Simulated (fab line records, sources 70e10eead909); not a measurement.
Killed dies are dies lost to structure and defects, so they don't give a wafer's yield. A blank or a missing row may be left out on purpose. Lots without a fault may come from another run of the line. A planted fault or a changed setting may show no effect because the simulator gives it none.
Which tool did it? | flow nand_harc | 12 lots, 36 wafers sampled, at 6 steps of a route of 1159

WHAT THE GAUGES READ, wafer by wafer
NHARC_P_GATE_CD_MEAS_11: target cd 1640 nm. Usual: cd_nm 1640.1 nm, standard deviation 1.7.
lot  | measured    | on        | cd_nm (nm)           | flag
L596 | day 4 03:31 | cd_sem-02 | 1642.3 1642.6 1644.0 |
L599 | day 4 21:08 | cd_sem-01 | 1639.4 1637.7 1636.7 |
L601 | day 5 08:07 | cd_sem-01 | 1639.7 1641.4 1637.5 |
L602 | day 5 08:17 | cd_sem-01 | 1639.3 1640.2 1640.6 |
L603 | day 5 19:53 | cd_sem-02 | 1640.4 1638.5 1636.0 |
L605 | day 6 03:59 | cd_sem-03 | 1639.5 1639.9 1637.6 |
L606 | day 6 14:07 | cd_sem-02 | 1638.3 1639.3 1641.4 |
L607 | day 6 14:16 | cd_sem-02 | 1640.3 1638.9 1638.6 |
L608 | day 7 07:45 | cd_sem-02 | - - -                | OFF
L611 | day 8 01:19 | cd_sem-01 | 1640.4 1640.1 1639.8 |
L614 | day 8 15:43 | cd_sem-01 | 1642.5 1643.3 1643.6 |
L619 | day 9 21:28 | cd_sem-02 | 1636.0 1638.6 1640.5 |

NHARC_END_SORT_01. Usual: killed_at_array 26, standard deviation 11; killed_at_other 0.6, standard deviation 1; killed_at_periphery 3.1, standard deviation 2.1; killed_dies 30, standard deviation 11; killed_open 3.4, standard deviation 1.8; killed_short 2.1, standard deviation 1.5.
lot  | measured     | on        | killed_at_array | killed_at_other | killed_at_periphery | killed_dies | killed_open | killed_short | flag
L608 | day 22 07:33 | prober-02 | 13 14 6         | 0 0 1           | 664 663 670         | 677 677 677 | 7 2 3       | 2 3 0        | OFF

WHICH TOOL RAN EACH LOT (tool, then ch and the chambers of the sampled wafers, then the start)
lot  | NHARC_P_ZERO_WELL_DESCUM_26       | NHARC_P_GATE_EXPOSE_08           | NHARC_P_GATE_STRIP_108            | NHARC_P_GATE_RTA_64
L596 | rie_diel-10 ch 1,2,3, day 1 14:40 | krf_scanner-02 ch 0, day 4 03:21 | rie_diel-06 ch 1,2,3, day 4 18:32 | rtp_anneal-01 ch 0, day 5 12:02
L599 | rie_diel-01 ch 0,1,2, day 2 08:41 | krf_scanner-02 ch 0, day 4 20:59 | rie_diel-11 ch 0,1,3, day 5 12:52 | rtp_anneal-02 ch 0, day 6 05:22
L601 | rie_diel-10 ch 0,1, day 2 20:46   | krf_scanner-01 ch 0, day 5 07:58 | rie_diel-11 ch 0,1,2, day 6 00:40 | rtp_anneal-02 ch 0, day 6 17:26
L602 | rie_diel-10 ch 0,1,2, day 3 03:01 | krf_scanner-02 ch 0, day 5 08:08 | rie_diel-11 ch 0,1,2, day 6 00:17 | rtp_anneal-01 ch 0, day 6 16:39
L603 | rie_diel-01 ch 1,2,3, day 3 08:39 | krf_scanner-04 ch 0, day 5 19:44 | rie_diel-11 ch 1,3, day 6 14:31   | rtp_anneal-02 ch 0, day 7 09:02
L605 | rie_diel-10 ch 0,3, day 3 20:47   | krf_scanner-02 ch 0, day 6 03:50 | rie_diel-06 ch 0,2, day 6 18:52   | rtp_anneal-01 ch 0, day 7 12:06
L606 | rie_diel-03 ch 0,2,3, day 4 02:37 | krf_scanner-02 ch 0, day 6 13:57 | rie_diel-06 ch 2,3, day 7 05:37   | rtp_anneal-02 ch 0, day 7 22:23
L607 | rie_diel-03 ch 0,1,3, day 4 08:46 | krf_scanner-01 ch 0, day 6 14:07 | rie_diel-09 ch 0,1, day 7 05:37   | rtp_anneal-02 ch 0, day 7 22:13
L608 | rie_diel-01 ch 0,1,3, day 4 14:41 | krf_scanner-01 ch 0, day 7 07:35 | rie_diel-11 ch 0,1,2, day 7 22:25 | rtp_anneal-02 ch 0, day 8 17:04
L611 | rie_diel-03 ch 0,1,2, day 5 09:02 | krf_scanner-01 ch 0, day 8 01:09 | rie_diel-11 ch 0,1,3, day 8 18:07 | rtp_anneal-01 ch 0, day 9 10:06
L614 | rie_diel-01 ch 1,3, day 6 02:50   | krf_scanner-02 ch 0, day 8 15:34 | rie_diel-09 ch 1,2, day 9 06:22   | rtp_anneal-02 ch 0, day 9 23:04
L619 | rie_diel-01 ch 1,3, day 7 08:46   | krf_scanner-04 ch 0, day 9 21:19 | rie_diel-09 ch 0,3, day 10 12:28  | rtp_anneal-02 ch 0, day 11 05:23
- NHARC_P_ZERO_WELL_DESCUM_26: chemistry O2, time 3 s.
- NHARC_P_GATE_EXPOSE_08: exposes mask P HV.
- NHARC_P_GATE_STRIP_108: strips in O2.
- NHARC_P_GATE_RTA_64: time 1 s.

WHAT THE TOOLS THEMSELVES READ (means of the sampled wafers that have a number; where no wafer has one, the mark that the record gives instead)
NHARC_P_ZERO_WELL_DESCUM_26. Usual: drypump_motor_current_A 5.6 A, standard deviation 0.44; oes_product_au 0.997 a.u., standard deviation 0.012; rf_vpp_V 57.9 V, standard deviation 0.85; showerhead_plenum_p_Torr 1.90 Torr, standard deviation 0.073; throttle_valve_pct 11.310 %, standard deviation 0.0092.
lot  | tool        | drypump_motor_current_A (A) | oes_product_au (a.u.) | rf_vpp_V (V) | showerhead_plenum_p_Torr (Torr) | throttle_valve_pct (%) | flag
L596 | rie_diel-10 | 5.8                         | 0.995                 | 57.9         | 1.97                            | 11.318                 |
L599 | rie_diel-01 | 5.8                         | 0.986                 | 58.1         | 1.91                            | 11.309                 |
L601 | rie_diel-10 | 5.2                         | 0.990                 | 57.8         | 1.99                            | 11.316                 |
L602 | rie_diel-10 | 5.4                         | 0.998                 | 57.6         | 1.96                            | 11.317                 |
L603 | rie_diel-01 | 5.9                         | 0.983                 | 56.8         | 1.88                            | 11.306                 |
L605 | rie_diel-10 | 6.0                         | 0.997                 | 57.7         | 1.91                            | 11.306                 |
L606 | rie_diel-03 | 5.3                         | 1.001                 | 58.2         | 1.86                            | 11.313                 |
L607 | rie_diel-03 | 5.6                         | 0.998                 | 57.2         | 1.87                            | 11.311                 |
L608 | rie_diel-01 | 5.4                         | 0.992                 | 57.0         | 1.89                            | 11.306                 |
L611 | rie_diel-03 | 5.4                         | 1.003                 | 58.1         | 1.84                            | 11.305                 |
L614 | rie_diel-01 | 5.5                         | 0.987                 | 57.2         | 1.85                            | 11.302                 |
L619 | rie_diel-01 | 5.5                         | 0.995                 | 58.2         | 1.86                            | 11.304                 |

NHARC_P_GATE_STRIP_108. Usual: drypump_motor_current_A 5.6 A, standard deviation 0.42; oes_product_au 1.004 a.u., standard deviation 0.0072; rf_vpp_V 57.8 V, standard deviation 0.86; showerhead_plenum_p_Torr 3.60 Torr, standard deviation 0.13; throttle_valve_pct 17.036 %, standard deviation 0.01.
lot  | tool        | drypump_motor_current_A (A) | oes_product_au (a.u.) | rf_vpp_V (V) | showerhead_plenum_p_Torr (Torr) | throttle_valve_pct (%) | flag
L596 | rie_diel-06 | 5.7                         | 1.002                 | 57.9         | 3.58                            | 17.038                 |
L599 | rie_diel-11 | 5.5                         | 1.001                 | 57.3         | 3.60                            | 17.038                 |
L601 | rie_diel-11 | 5.4                         | 1.003                 | 58.0         | 3.57                            | 17.034                 |
L602 | rie_diel-11 | 5.4                         | 1.009                 | 57.7         | 3.57                            | 17.034                 |
L603 | rie_diel-11 | 5.7                         | 1.004                 | 57.5         | 3.73                            | 17.038                 |
L605 | rie_diel-06 | 5.2                         | 1.005                 | 57.4         | 3.54                            | 17.047                 |
L606 | rie_diel-06 | 5.4                         | 1.006                 | 58.2         | 3.62                            | 17.041                 |
L607 | rie_diel-09 | 5.5                         | 1.003                 | 58.5         | 3.59                            | 17.038                 |
L608 | rie_diel-11 | 5.4                         | 1.008                 | 57.8         | 3.57                            | 17.037                 |
L611 | rie_diel-11 | 5.5                         | 1.010                 | 57.8         | 3.60                            | 17.045                 |
L614 | rie_diel-09 | 5.9                         | 1.002                 | 57.7         | 3.61                            | 17.035                 |
L619 | rie_diel-09 | 5.8                         | 1.005                 | 57.5         | 3.57                            | 17.039                 |

NHARC_P_GATE_RTA_64. Usual: lamp_power_pct 39.9 %, standard deviation 1.4; lamp_zone_6_pct 39.8 %, standard deviation 1.4; wafer_temp_C_max 1055.9, standard deviation 1.8.
lot  | tool          | lamp_power_pct (%) | lamp_zone_6_pct (%) | wafer_temp_C_max | flag
L596 | rtp_anneal-01 | 38.3               | 38.2                | 1053.3           |
L599 | rtp_anneal-02 | 41.1               | 41.0                | 1058.4           |
L601 | rtp_anneal-02 | 41.1               | 41.0                | 1056.0           |
L602 | rtp_anneal-01 | 38.3               | 38.2                | 1054.7           |
L603 | rtp_anneal-02 | 41.0               | 41.0                | 1057.8           |
L605 | rtp_anneal-01 | 38.2               | 38.2                | 1053.6           |
L606 | rtp_anneal-02 | 41.0               | 41.0                | 1057.1           |
L607 | rtp_anneal-02 | 41.1               | 41.0                | 1057.9           |
L608 | rtp_anneal-02 | 41.0               | 41.0                | 1056.6           |
L611 | rtp_anneal-01 | 38.3               | 38.2                | 1054.2           |
L614 | rtp_anneal-02 | 41.0               | 40.9                | 1057.1           |
L619 | rtp_anneal-02 | 41.0               | 41.0                | 1057.6           |

THE ANSWER, worked out from the rows above alone
Rule: a lot is off if the mean of its wafers that have a number lies more than 3 standard deviations from the usual mean. A lot without any number at a reading at which 4 lots or more have one is off too. The other lots that the step has rows for count as sound. The gauges are gone through in route order, then the tools' own readings, and for those a lot's mean is taken as printed above. The first step at which some lot is off is used, and at that step the reading that is off furthest; a lot without a number counts as furthest.
Off: L608, at NHARC_P_GATE_CD_MEAS_11 (cd_nm). Without a number there: L608.
A tool fits if, at a process step before that reading, it ran every lot that is off, and no sound lot after the first of them. The gauges at NHARC_P_GATE_CD_MEAS_11 aren't tried: what is off there is off at NHARC_END_SORT_01 too, on other tools, and a gauge's error can't cause that. None of those tried fits.

WHAT THE SIMULATOR HAD PUT IN
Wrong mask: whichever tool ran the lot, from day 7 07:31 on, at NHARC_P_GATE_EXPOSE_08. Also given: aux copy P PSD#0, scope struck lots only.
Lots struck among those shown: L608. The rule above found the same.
